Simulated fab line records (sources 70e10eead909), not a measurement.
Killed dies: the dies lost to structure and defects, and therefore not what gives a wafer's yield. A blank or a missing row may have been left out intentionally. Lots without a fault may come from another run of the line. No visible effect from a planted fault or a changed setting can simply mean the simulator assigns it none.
fab line records	flow nand_harc
record: lots: 24	wafers: 72	last_day: 24
route steps=1159 shown A_BLC@993 A_M0@1013 A_M1@1041 A_BONDPAD@1076
lots with no fault: from the same line, run without faults
start_h: the number of hours between the record's first day and the start of the first shown wafer of the lot	wait_h: hours since the lot's step before	" the same as in the row above	L1.1+2: a single row standing in for several wafers	- no value, or no start given	* or withheld: withheld	< > ~ a bound
route shown NAME@n: names a module that has steps shown in the file, with the first one's number in the route	usual: mean/standard deviation of fault-free wafers	same: alike in all rows	chamber/n: place in a boat	sites: each site's reading	_std_site: standard deviation of those values	_edge_site: mean of outer sites minus mean of inner sites	radius_mm: how far each site lies from the wafer's centre	mask NAME#n: copy n	behind: the tool/chamber that last shaped the wafer	hold: what put the lot on hold/how long, in hours/how the hold closed	device: the n, p or np transistor that did not switch	end of line: at the end of the route, the tests of the same wafers	a step given without rows: its recipe and nothing more	killed: not the wafer's yield, but the dies lost to structure and defects at the first sort	map: dies across one wafer; x = killed, . = not, _ = none there
set.NAME: the run value of the setting; set.NAME@STEP: its run value at that earlier step	model.NAME: the simulator's own value behind a step, which no gauge read
the route's steps for a sample of lots (tables are steps, rows are wafers)
services: a tool's chamber out of use, with start hour (start_h, from the record's first day; less than 0 if before it), hours out, and reason
== steps ==
step: NHARC_A_BLC_INSPECT_28
usual: raw_defect_count: 402/120
lot.wafer	tool	chamber	start_h	wait_h	raw_defect_count
L074.1	defect_inspect-02	-	392.28	0.1	350
L074.5	"	-	"	"	445
L074.6	"	-	"	"	337
L077.1	defect_inspect-02	-	402.19	0.1	305
L077.5	"	-	"	"	360
L077.6	"	-	"	"	305
L075.1	defect_inspect-02	-	403.40	0.1	274
L075.2	"	-	"	"	345
L075.4	"	-	"	"	396
L079.1	defect_inspect-02	-	404.90	0.1	316
L079.2	"	-	"	"	332
L079.3	"	-	"	"	356
L078.1	defect_inspect-02	-	408.14	0.1	354
L078.2	"	-	"	"	278
L078.6	"	-	"	"	326
L076.2	defect_inspect-02	-	409.65	0.1	401
L076.4	"	-	"	"	444
L076.6	"	-	"	"	675
L080.2	defect_inspect-02	-	432.36	0.1	788
L080.5	"	-	"	"	680
L080.6	"	-	"	"	579
L082.1	defect_inspect-02	-	442.09	0.1	474
L082.3	"	-	"	"	411
L082.6	"	-	"	"	390
L081.1	defect_inspect-02	-	445.09	0.1	285
L081.5	"	-	"	"	403
L081.6	"	-	"	"	328
L083.4	defect_inspect-01	-	455.21	0.1	278
L083.5	"	-	"	"	429
L083.6	"	-	"	"	325
L086.2	defect_inspect-01	-	462.22	0.1	305
L086.5	"	-	"	"	251
L086.6	"	-	"	"	410
L084.1	defect_inspect-02	-	465.47	0.1	302
L084.4	"	-	"	"	280
L084.6	"	-	"	"	258
L085.2	defect_inspect-01	-	465.52	0.1	467
L085.4	"	-	"	"	356
L085.6	"	-	"	"	306
L089.3	defect_inspect-01	-	491.67	0.1	291
L089.4	"	-	"	"	429
L089.6	"	-	"	"	464
L087.1	defect_inspect-02	-	492.11	0.1	705
L087.4	"	-	"	"	318
L087.6	"	-	"	"	374
L091.1	defect_inspect-02	-	493.53	0.1	375
L091.3	"	-	"	"	354
L091.6	"	-	"	"	616
L090.1	defect_inspect-02	-	498.30	0.1	395
L090.5	"	-	"	"	422
L090.6	"	-	"	"	291
L088.3	defect_inspect-01	-	498.73	0.1	358
L088.4	"	-	"	"	290
L088.5	"	-	"	"	556
L095.1	defect_inspect-01	-	508.10	0.1	437
L095.5	"	-	"	"	573
L095.6	"	-	"	"	599
L093.1	defect_inspect-02	-	508.54	0.1	556
L093.2	"	-	"	"	444
L093.4	"	-	"	"	606
L094.2	defect_inspect-01	-	508.97	0.1	334
L094.3	"	-	"	"	456
L094.6	"	-	"	"	279
L092.1	defect_inspect-02	-	519.85	0.1	368
L092.5	"	-	"	"	626
L092.6	"	-	"	"	390
L097.3	defect_inspect-02	-	525.31	0.1	292
L097.5	"	-	"	"	260
L097.6	"	-	"	"	322
L096.3	defect_inspect-01	-	534.86	0.1	401
L096.4	"	-	"	"	485
L096.6	"	-	"	"	551
step: NHARC_A_M0_DEGAS_28
recipe: temp_c: 250	time_s: 60
usual: heater_power_w: 335/41
same: time_s: 60
lot.wafer	tool	chamber	start_h	wait_h	heater_power_w
L074.1	pvd_sputter-03	-	394.34	-	303
L074.6	"	-	"	"	282
L074.5	"	-	"	"	298
L077.1	pvd_sputter-02	-	404.20	-	383
L077.5	"	-	"	"	392
L077.6	"	-	"	"	346
L075.4	pvd_sputter-03	-	405.34	-	331
L075.1	"	-	"	"	285
L075.2	"	-	"	"	290
L079.3	pvd_sputter-03	-	406.81	-	287
L079.2	"	-	"	"	293
L079.1	"	-	"	"	334
L078.1	pvd_sputter-02	-	410.08	-	386
L078.2	"	-	"	"	340
L078.6	"	-	"	"	373
L076.4	pvd_sputter-03	-	411.66	-	391
L076.2	"	-	"	"	296
L076.6	"	-	"	"	382
L080.2	pvd_sputter-03	-	434.26	-	392
L080.5	"	-	"	"	302
L080.6	"	-	"	"	330
L082.3	pvd_sputter-02	-	444.13	-	352
L082.1	"	-	"	"	398
L082.6	"	-	"	"	386
L081.1	pvd_sputter-01	-	447.21	-	321
L081.5	"	-	"	"	273
L081.6	"	-	"	"	323
L083.4	pvd_sputter-01	-	457.22	-	321
L083.5	"	-	"	"	271
L083.6	"	-	"	"	322
L086.2	pvd_sputter-01	-	464.25	-	271
L086.6	"	-	"	"	296
L086.5	"	-	"	"	357
L084.1	pvd_sputter-02	-	467.35	-	343
L084.4	"	-	"	"	382
L084.6	"	-	"	"	383
L085.4	pvd_sputter-01	-	467.80	-	272
L085.2	"	-	"	"	294
L085.6	"	-	"	"	269
L089.4	pvd_sputter-03	-	493.67	-	303
L089.3	"	-	"	"	374
L089.6	"	-	"	"	335
L087.1	pvd_sputter-01	-	494.11	-	319
L087.4	"	-	"	"	350
L087.6	"	-	"	"	302
L091.1	pvd_sputter-03	-	495.62	-	280
L091.3	"	-	"	"	379
L091.6	"	-	"	"	284
L090.1	pvd_sputter-02	-	500.41	-	397
L090.6	"	-	"	"	378
L090.5	"	-	"	"	377
L088.4	pvd_sputter-01	-	500.83	-	348
L088.3	"	-	"	"	278
L088.5	"	-	"	"	321
L095.1	pvd_sputter-02	-	510.04	-	383
L095.5	"	-	"	"	398
L095.6	"	-	"	"	351
L093.2	pvd_sputter-01	-	510.55	-	297
L093.1	"	-	"	"	355
L093.4	"	-	"	"	315
L094.3	pvd_sputter-02	-	510.99	-	387
L094.2	"	-	"	"	348
L094.6	"	-	"	"	395
L092.1	pvd_sputter-03	-	521.78	-	381
L092.6	"	-	"	"	279
L092.5	"	-	"	"	299
L097.3	pvd_sputter-01	-	527.61	-	277
L097.5	"	-	"	"	272
L097.6	"	-	"	"	314
L096.4	pvd_sputter-02	-	536.75	-	357
L096.3	"	-	"	"	381
L096.6	"	-	"	"	392
step: NHARC_A_M1_ETCH_15
recipe: target_depth_a: 1825	time_s: 91.2	c4f8_flow_sccm: withheld	ar_flow_sccm: 400	rf_w: 600	bias_w: 300	chemistry: C4F8/Ar
usual: oes_product_au: 0.956/0.023	rf_vpp_V: 441/3.4
same: time_s: 91.2
lot.wafer	tool	chamber	start_h	wait_h	oes_product_au	rf_hours_counter_h	rf_vpp_V
L074.1	rie_diel-01	3	-	-	0.932	2	443
L074.6	"	1	"	"	0.920	-	445
L074.5	"	2	"	"	0.932	-	438
L077.1	rie_diel-10	3	-	-	0.965	3	440
L077.5	"	0	"	"	0.954	-	444
L077.6	"	1	"	"	0.978	-	437
L075.4	rie_diel-10	1	-	-	0.961	4	437
L075.2	"	2	"	"	0.970	4	445
L075.1	"	3	"	"	0.985	3	439
L079.3	rie_diel-01	3	-	-	0.936	2	442
L079.2	"	0	"	"	0.927	2	437
L079.1	"	1	"	"	0.924	2	442
L078.2	rie_diel-09	0	-	-	0.973	12	445
L078.1	"	2	"	"	0.967	12	440
L078.6	"	1	"	"	0.968	-	439
L076.2	rie_diel-09	1	-	-	0.953	13	439
L076.4	"	2	"	"	0.983	12	440
L076.6	"	0	"	"	0.964	-	447
L080.2	rie_diel-01	3	-	-	0.967	3	443
L080.5	"	1	"	"	0.973	-	445
L080.6	"	2	"	"	0.955	-	440
L082.3	rie_diel-01	0	-	-	0.931	3	437
L082.1	"	1	"	"	0.932	3	445
L082.6	"	3	"	"	0.935	-	441
L081.1	rie_diel-01	1	-	-	0.980	3	444
L081.6	"	0	"	"	0.964	-	436
L081.5	"	1	"	"	0.980	-	445
L083.4	rie_diel-01	3	-	-	0.928	3	442
L083.5	"	0	"	"	0.939	-	438
L083.6	"	1	"	"	0.929	-	444
L086.2	rie_diel-01	2	-	-	0.975	4	437
L086.5	"	2	"	"	0.970	-	438
L086.6	"	3	"	"	0.982	-	443
L084.1	rie_diel-09	3	-	-	0.987	2	444
L084.4	"	1	"	"	0.956	2	437
L084.6	"	0	"	"	0.982	-	445
L085.2	rie_diel-10	1	-	-	0.931	9	438
L085.4	"	2	"	"	0.933	9	444
L085.6	"	3	"	"	0.928	-	438
L089.3	rie_diel-09	1	-	-	0.918	4	438
L089.6	"	1	"	"	0.914	-	438
L089.4	"	2	"	"	0.926	-	440
L087.4	rie_diel-10	0	-	-	0.926	12	445
L087.1	"	3	"	"	0.963	10	439
L087.6	"	0	"	"	0.927	-	444
L091.1	rie_diel-09	1	-	-	0.970	4	437
L091.3	"	2	"	"	0.977	4	440
L091.6	"	2	"	"	0.980	-	439
L090.1	rie_diel-10	3	-	-	0.986	10	440
L090.5	"	1	"	"	0.921	-	437
L090.6	"	2	"	"	0.922	-	445
L088.4	rie_diel-10	3	-	-	0.982	10	439
L088.3	"	0	"	"	0.909	13	447
L088.5	"	3	"	"	0.979	-	439
L095.1	rie_diel-01	3	-	-	0.962	0	442
L095.5	"	3	"	"	0.957	-	443
L095.6	"	0	"	"	0.953	-	439
L093.1	rie_diel-01	0	-	-	0.985	0	437
L093.4	"	2	"	"	0.964	0	439
L093.2	"	3	"	"	0.972	0	442
L094.2	rie_diel-10	0	-	-	0.956	14	445
L094.3	"	1	"	"	0.962	12	437
L094.6	"	2	"	"	0.971	-	445
L092.1	rie_diel-10	3	-	-	0.971	12	439
L092.5	"	2	"	"	0.987	-	446
L092.6	"	3	"	"	0.965	-	439
L097.3	rie_diel-01	0	-	-	0.952	1	437
L097.5	"	1	"	"	0.967	-	443
L097.6	"	2	"	"	0.977	-	440
L096.4	rie_diel-10	1	-	-	0.964	0	436
L096.3	"	3	"	"	0.986	0	440
L096.6	"	0	"	"	0.974	-	444
step: NHARC_A_M1_PVD_21
recipe: target_thk_a: 300	chamber_pressure_pa: 5	power_w: 5000	substrate_temp_c: 30	time_s: 20.49	material: Cu
usual: throttle_valve_pct: 30.2/1.1
same: time_s: 20.49
lot.wafer	tool	chamber	start_h	wait_h	throttle_valve_pct
L074.1	pvd_sputter-01	-	-	-	29.7
L074.5	"	-	"	"	31.1
L074.6	"	-	"	"	31.8
L077.1	pvd_sputter-01	-	-	-	29.9
L077.6	"	-	"	"	31.2
L077.5	"	-	"	"	31.5
L075.1	pvd_sputter-03	-	-	-	29.9
L075.2	"	-	"	"	30.1
L075.4	"	-	"	"	30.5
L079.2	pvd_sputter-01	-	-	-	30.9
L079.1	"	-	"	"	31.2
L079.3	"	-	"	"	29.7
L078.2	pvd_sputter-02	-	-	-	27.6
L078.1	"	-	"	"	29.7
L078.6	"	-	"	"	30.2
L076.2	pvd_sputter-02	-	-	-	29.8
L076.4	"	-	"	"	27.9
L076.6	"	-	"	"	30.8
L080.2	pvd_sputter-03	-	-	-	30.0
L080.6	"	-	"	"	30.5
L080.5	"	-	"	"	28.9
L082.1	pvd_sputter-01	-	-	-	31.1
L082.3	"	-	"	"	29.7
L082.6	"	-	"	"	31.2
L081.1	pvd_sputter-02	-	-	-	29.8
L081.6	"	-	"	"	30.2
L081.5	"	-	"	"	27.9
L083.4	pvd_sputter-01	-	-	-	29.4
L083.5	"	-	"	"	29.8
L083.6	"	-	"	"	30.9
L086.2	pvd_sputter-03	-	-	-	30.5
L086.6	"	-	"	"	30.4
L086.5	"	-	"	"	31.4
L084.1	pvd_sputter-01	-	-	-	31.0
L084.4	"	-	"	"	29.7
L084.6	"	-	"	"	30.5
L085.4	pvd_sputter-02	-	-	-	27.9
L085.2	"	-	"	"	30.0
L085.6	"	-	"	"	28.0
L089.4	pvd_sputter-03	-	-	-	31.5
L089.3	"	-	"	"	28.9
L089.6	"	-	"	"	31.4
L087.1	pvd_sputter-01	-	-	-	30.6
L087.4	"	-	"	"	31.2
L087.6	"	-	"	"	30.8
L091.1	pvd_sputter-02	-	-	-	29.7
L091.3	"	-	"	"	30.2
L091.6	"	-	"	"	29.8
L090.1	pvd_sputter-01	-	-	-	30.9
L090.6	"	-	"	"	31.1
L090.5	"	-	"	"	31.5
L088.3	pvd_sputter-02	-	-	-	27.8
L088.4	"	-	"	"	30.8
L088.5	"	-	"	"	30.1
L095.1	pvd_sputter-02	-	-	-	30.6
L095.6	"	-	"	"	30.1
L095.5	"	-	"	"	27.6
L093.1	pvd_sputter-03	-	-	-	28.9
L093.2	"	-	"	"	30.6
L093.4	"	-	"	"	31.2
L094.2	pvd_sputter-02	-	-	-	27.9
L094.3	"	-	"	"	29.5
L094.6	"	-	"	"	27.7
L092.1	pvd_sputter-03	-	-	-	31.5
L092.5	"	-	"	"	29.0
L092.6	"	-	"	"	30.4
L097.3	pvd_sputter-03	-	-	-	30.9
L097.5	"	-	"	"	31.3
L097.6	"	-	"	"	31.0
L096.3	pvd_sputter-01	-	-	-	30.7
L096.4	"	-	"	"	32.0
L096.6	"	-	"	"	30.3
step: NHARC_A_BONDPAD_ETCH_34
recipe: target_depth_a: 600	overetch_a: 180	time_s: 65.91	ion_energy_ev: 200	n2_flow_sccm: 150	h2_flow_sccm: 150	ar_flow_sccm: 0	rf_w: 400	bias_w: 150	chemistry: N2/H2
usual: drypump_motor_current_A: 6.0/0.48	oes_product_au: 1.004/0.0072	rf_vpp_V: 430.5/2.4	showerhead_plenum_p_Torr: 2.04/0.086	throttle_valve_pct: 14.170/0.0092
same: time_s: 65.91
lot.wafer	tool	chamber	start_h	wait_h	drypump_motor_current_A	oes_product_au	rf_hours_counter_h	rf_vpp_V	showerhead_plenum_p_Torr	throttle_valve_pct
L074.1	rie_diel-02	2	402.64	0.1	6.0	1.006	2	430.1	2.10	14.164
L074.6	"	2	"	"	6.0	0.999	-	431.7	2.10	14.168
L074.5	"	3	"	"	6.5	0.996	-	429.3	1.99	14.183
L077.1	rie_diel-02	0	412.48	0.1	6.2	1.007	3	427.8	1.95	14.166
L077.6	"	2	"	"	6.0	1.022	-	431.8	2.10	14.164
L077.5	"	3	"	"	6.5	1.002	-	430.2	1.99	14.175
L075.4	rie_diel-06	3	413.45	0.1	6.6	0.996	33	432.7	2.14	14.182
L075.1	"	0	"	"	5.3	1.000	29	429.2	2.01	14.175
L075.2	"	1	"	"	5.4	0.990	30	426.2	1.89	14.177
L079.1	rie_diel-02	3	414.81	0.1	6.6	1.004	3	429.1	1.99	14.174
L079.2	"	1	"	"	6.1	1.006	3	432.8	2.13	14.153
L079.3	"	2	"	"	5.9	1.011	3	432.6	2.10	14.175
L078.2	rie_diel-06	2	417.89	0.1	5.0	1.001	33	433.1	2.14	14.170
L078.1	"	0	"	"	5.3	1.003	30	429.3	2.01	14.177
L078.6	"	2	"	"	5.0	1.012	-	432.3	2.14	14.168
L076.4	rie_diel-02	1	420.03	0.1	6.0	0.994	3	432.0	2.13	14.164
L076.2	"	3	"	"	6.5	0.993	3	429.4	1.99	14.169
L076.6	"	1	"	"	6.0	0.995	-	433.1	2.13	14.175
L080.2	rie_diel-06	3	442.59	0.3	6.6	1.004	3	433.2	2.14	14.194
L080.5	"	1	"	"	5.4	0.998	-	428.5	1.89	14.163
L080.6	"	2	"	"	5.0	0.997	-	433.5	2.14	14.165
L082.1	rie_diel-02	3	452.39	0.1	6.6	1.012	4	430.9	1.99	14.170
L082.3	"	0	"	"	6.2	1.014	4	428.5	1.95	14.157
L082.6	"	3	"	"	6.6	1.005	-	430.2	1.99	14.165
L081.1	rie_diel-02	0	455.75	0.2	6.1	1.005	4	428.0	1.95	14.175
L081.5	"	0	"	"	6.1	1.003	-	429.7	1.95	14.174
L081.6	"	1	"	"	6.1	0.997	-	434.2	2.13	14.162
L083.4	rie_diel-06	3	465.36	0.1	6.7	0.999	7	434.2	2.13	14.166
L083.6	"	1	"	"	5.5	1.000	-	425.3	1.89	14.160
L083.5	"	2	"	"	5.0	1.003	-	433.4	2.14	14.148
L086.2	rie_diel-02	0	472.22	0.1	6.1	1.002	5	427.7	1.95	14.164
L086.5	"	0	"	"	6.2	1.005	-	428.6	1.95	14.163
L086.6	"	1	"	"	6.1	0.995	-	432.3	2.13	14.178
L084.4	rie_diel-06	2	475.59	0.1	5.0	1.004	10	434.0	2.13	14.160
L084.1	"	0	"	"	5.3	0.998	9	429.6	2.00	14.176
L084.6	"	2	"	"	5.0	1.002	-	433.2	2.14	14.163
L085.2	rie_diel-02	3	476.21	0.1	6.6	1.018	5	429.0	1.99	14.174
L085.4	"	0	"	"	6.2	1.006	5	428.4	1.95	14.173
L085.6	"	0	"	"	6.2	0.999	-	428.6	1.95	14.168
L089.4	rie_diel-02	0	501.59	0.1	6.2	0.999	6	427.8	1.95	14.185
L089.3	"	2	"	"	5.9	0.997	6	432.9	2.10	14.165
L089.6	"	3	"	"	6.5	0.996	-	429.5	1.99	14.171
L087.1	rie_diel-06	0	502.26	0.1	5.3	1.013	15	428.4	2.00	14.166
L087.4	"	1	"	"	5.5	0.997	16	425.5	1.88	14.181
L087.6	"	0	"	"	5.3	1.007	-	430.9	2.00	14.176
L091.1	rie_diel-02	0	503.58	0.1	6.2	1.014	6	427.1	1.95	14.182
L091.3	"	2	"	"	6.0	1.010	6	432.4	2.10	14.189
L091.6	"	0	"	"	6.1	1.010	-	427.8	1.95	14.175
L090.1	rie_diel-06	2	508.77	0.1	5.0	0.998	18	431.5	2.13	14.168
L090.5	"	0	"	"	5.3	1.005	-	428.0	2.00	14.160
L090.6	"	1	"	"	5.5	1.003	-	425.6	1.88	14.165
L088.3	rie_diel-06	0	509.07	0.1	5.3	1.016	16	431.4	2.00	14.175
L088.4	"	2	"	"	5.0	1.023	18	433.0	2.13	14.188
L088.5	"	0	"	"	5.3	1.014	-	429.8	2.00	14.176
L095.1	rie_diel-02	2	518.56	0.1	6.0	1.014	0	432.9	2.10	14.166
L095.6	"	2	"	"	5.9	1.003	-	432.9	2.10	14.177
L095.5	"	3	"	"	6.5	1.016	-	430.5	1.99	14.158
L093.2	rie_diel-02	0	519.13	0.1	6.2	1.009	0	426.9	1.95	14.170
L093.4	"	2	"	"	6.0	1.004	0	432.5	2.10	14.166
L093.1	"	3	"	"	6.5	1.012	0	430.0	1.99	14.175
L094.3	rie_diel-02	3	519.31	0.1	6.5	1.005	0	429.2	1.99	14.184
L094.2	"	2	"	"	6.0	1.004	0	431.2	2.10	14.177
L094.6	"	3	"	"	6.5	1.001	-	430.0	1.99	14.153
L092.1	rie_diel-02	1	529.90	0.1	6.1	0.995	1	431.6	2.13	14.154
L092.6	"	0	"	"	6.2	0.996	-	428.3	1.95	14.161
L092.5	"	1	"	"	6.0	0.998	-	432.8	2.13	14.163
L097.3	rie_diel-02	3	536.87	0.1	6.5	1.001	1	429.1	1.99	14.184
L097.6	"	2	"	"	5.9	1.009	-	433.8	2.10	14.152
L097.5	"	3	"	"	6.5	1.007	-	430.0	1.99	14.170
L096.4	rie_diel-02	1	544.50	0.1	6.1	0.991	1	433.0	2.13	14.158
L096.3	"	2	"	"	5.9	0.998	2	432.9	2.10	14.163
L096.6	"	1	"	"	6.1	1.004	-	435.1	2.13	14.150
step: NHARC_A_BONDPAD_ETCH_24
recipe: target_depth_a: 300	over_etch_frac: 0.3	time_s: 72.99	ion_energy_ev: 150	cf4_flow_sccm: 50	n2_flow_sccm: 100	ar_flow_sccm: 150	rf_w: 300	bias_w: 100	chemistry: CF4/N2
usual: drypump_motor_current_A: 6.0/0.44	oes_product_au: 1.001/0.0077	rf_vpp_V: 314.3/1.9	showerhead_plenum_p_Torr: 2.63/0.1	throttle_valve_pct: 19.795/0.0086
same: time_s: 72.99
lot.wafer	tool	chamber	start_h	wait_h	drypump_motor_current_A	oes_product_au	rf_hours_counter_h	rf_vpp_V	showerhead_plenum_p_Torr	throttle_valve_pct
L074.1	rie_diel-02	2	-	-	6.0	1.016	2	315.7	2.70	19.796
L074.5	"	2	"	"	6.0	1.015	-	315.2	2.70	19.786
L074.6	"	3	"	"	6.5	1.000	-	311.7	2.57	19.805
L077.1	rie_diel-06	3	-	-	6.7	0.992	33	315.3	2.74	19.781
L077.6	"	1	"	"	5.5	0.997	-	310.9	2.45	19.792
L077.5	"	2	"	"	5.0	0.998	-	316.0	2.74	19.796
L075.4	rie_diel-06	0	-	-	5.3	0.999	29	315.0	2.59	19.782
L075.2	"	2	"	"	5.0	1.013	32	316.9	2.74	19.803
L075.1	"	3	"	"	6.7	0.998	33	315.8	2.74	19.797
L079.2	rie_diel-06	2	-	-	5.1	1.008	32	316.1	2.74	19.787
L079.1	"	3	"	"	6.7	1.011	33	316.8	2.74	19.811
L079.3	"	0	"	"	5.3	1.005	29	314.6	2.59	19.792
L078.1	rie_diel-02	3	-	-	6.5	1.001	3	312.8	2.57	19.792
L078.2	"	1	"	"	6.1	1.004	3	317.1	2.73	19.799
L078.6	"	3	"	"	6.5	1.004	-	313.3	2.57	19.794
L076.4	rie_diel-02	0	-	-	6.2	1.002	3	312.5	2.52	19.810
L076.2	"	3	"	"	6.5	0.999	3	311.9	2.57	19.790
L076.6	"	1	"	"	6.1	1.000	-	316.5	2.73	19.793
L080.2	rie_diel-02	0	-	-	6.2	1.004	4	312.2	2.52	19.790
L080.5	"	2	"	"	5.9	1.003	-	315.5	2.70	19.811
L080.6	"	3	"	"	6.5	1.014	-	313.7	2.57	19.788
L082.3	rie_diel-13	0	-	-	5.9	0.990	63	316.6	2.81	19.795
L082.1	"	1	"	"	6.2	0.980	60	312.1	2.54	19.806
L082.6	"	0	"	"	5.9	0.993	-	317.1	2.81	19.785
L081.1	rie_diel-02	0	-	-	6.2	1.017	4	312.4	2.52	19.796
L081.5	"	3	"	"	6.5	1.013	-	314.4	2.57	19.787
L081.6	"	0	"	"	6.2	1.007	-	310.2	2.52	19.804
L083.4	rie_diel-13	1	-	-	6.2	0.999	1	313.1	2.54	19.781
L083.6	"	0	"	"	5.9	0.992	-	317.7	2.81	19.792
L083.5	"	1	"	"	6.2	0.993	-	312.8	2.54	19.794
L086.2	rie_diel-02	1	-	-	6.0	0.999	5	317.2	2.73	19.798
L086.6	"	2	"	"	6.0	1.006	-	315.8	2.70	19.790
L086.5	"	3	"	"	6.6	1.005	-	313.2	2.57	19.809
L084.4	rie_diel-02	3	-	-	6.6	1.005	5	314.5	2.57	19.811
L084.1	"	1	"	"	6.1	1.000	5	315.5	2.73	19.800
L084.6	"	2	"	"	5.9	1.006	-	316.2	2.70	19.807
L085.2	rie_diel-06	0	476.70	0.1	5.3	0.988	9	315.0	2.58	19.787
L085.6	"	0	"	"	5.3	1.005	-	313.3	2.58	19.792
L085.4	"	1	"	"	5.5	1.000	-	312.6	2.44	19.798
L089.4	rie_diel-02	2	-	-	5.9	1.002	6	316.9	2.70	19.800
L089.3	"	3	"	"	6.5	0.991	6	313.6	2.57	19.793
L089.6	"	2	"	"	6.0	1.007	-	315.5	2.70	19.801
L087.4	rie_diel-02	1	-	-	6.1	1.006	6	315.4	2.73	19.799
L087.1	"	0	"	"	6.2	1.013	6	311.3	2.51	19.807
L087.6	"	1	"	"	6.1	0.998	-	316.1	2.73	19.782
L091.3	rie_diel-13	3	-	-	6.4	0.995	15	315.9	2.69	19.792
L091.1	"	0	"	"	5.9	0.987	14	317.5	2.80	19.790
L091.6	"	2	"	"	5.8	0.988	-	314.3	2.62	19.792
L090.1	rie_diel-13	0	-	-	5.9	0.984	16	316.9	2.80	19.797
L090.5	"	0	"	"	5.9	0.992	-	317.6	2.80	19.797
L090.6	"	1	"	"	6.2	0.998	-	311.8	2.53	19.809
L088.3	rie_diel-13	3	-	-	6.4	0.988	17	316.8	2.69	19.797
L088.4	"	3	"	"	6.3	0.998	-	315.6	2.69	19.798
L088.5	"	2	"	"	5.8	0.996	-	313.6	2.62	19.778
L095.1	rie_diel-06	3	-	-	6.7	1.007	17	315.7	2.73	19.784
L095.5	"	0	"	"	5.2	0.999	-	314.3	2.58	19.799
L095.6	"	1	"	"	5.4	0.992	-	312.7	2.44	19.790
L093.4	rie_diel-06	0	-	-	5.3	1.010	19	314.5	2.58	19.778
L093.2	"	2	"	"	5.0	1.008	21	316.5	2.73	19.791
L093.1	"	3	"	"	6.6	1.010	18	316.5	2.73	19.801
L094.3	rie_diel-02	3	-	-	6.5	1.001	0	312.8	2.57	19.795
L094.2	"	1	"	"	6.1	1.003	0	315.8	2.73	19.783
L094.6	"	3	"	"	6.5	1.004	-	313.6	2.57	19.797
L092.1	rie_diel-02	3	-	-	6.5	1.000	1	312.8	2.57	19.796
L092.5	"	2	"	"	5.9	0.999	-	314.9	2.70	19.795
L092.6	"	3	"	"	6.5	1.002	-	314.2	2.57	19.787
L097.3	rie_diel-02	0	-	-	6.1	0.998	1	312.9	2.51	19.797
L097.5	"	2	"	"	5.9	1.000	-	314.7	2.70	19.805
L097.6	"	3	"	"	6.5	1.015	-	313.3	2.57	19.802
L096.3	rie_diel-02	3	-	-	6.5	0.996	1	313.1	2.57	19.799
L096.4	"	1	"	"	6.0	0.998	2	315.8	2.73	19.772
L096.6	"	3	"	"	6.5	1.008	-	313.5	2.57	19.800
== services ==
tool	chamber	start_h	hours	kind
rie_diel-02	0	385.70	-	clean
rie_diel-02	1	385.70	-	clean
rie_diel-02	2	385.70	-	clean
rie_diel-02	3	385.70	-	clean
pvd_sputter-02	-	392.00	10.0	pm
rie_diel-10	3	394.40	7.7	repair
pvd_sputter-03	-	397.46	2.7	repair
rie_diel-10	3	417.55	8.8	repair
rie_diel-06	-	418.20	9.0	pm
rie_diel-09	-	431.37	9.0	pm
pvd_sputter-03	-	439.51	8.0	repair
rie_diel-09	3	451.47	6.1	repair
rie_diel-13	-	453.14	9.0	pm
pvd_sputter-02	-	453.76	7.9	repair
pvd_sputter-03	-	458.00	10.0	pm
rie_diel-09	2	461.54	2.1	repair
rie_diel-06	3	475.93	7.0	repair
rie_diel-09	0	483.58	23.2	repair
rie_diel-01	-	491.80	9.0	pm
rie_diel-02	-	504.70	9.0	pm
pvd_sputter-01	-	514.04	10.0	pm
rie_diel-10	-	530.57	9.0	pm
rie_diel-06	3	539.82	2.7	repair
rie_diel-10	3	540.11	1.9	repair
== key ==
fault none
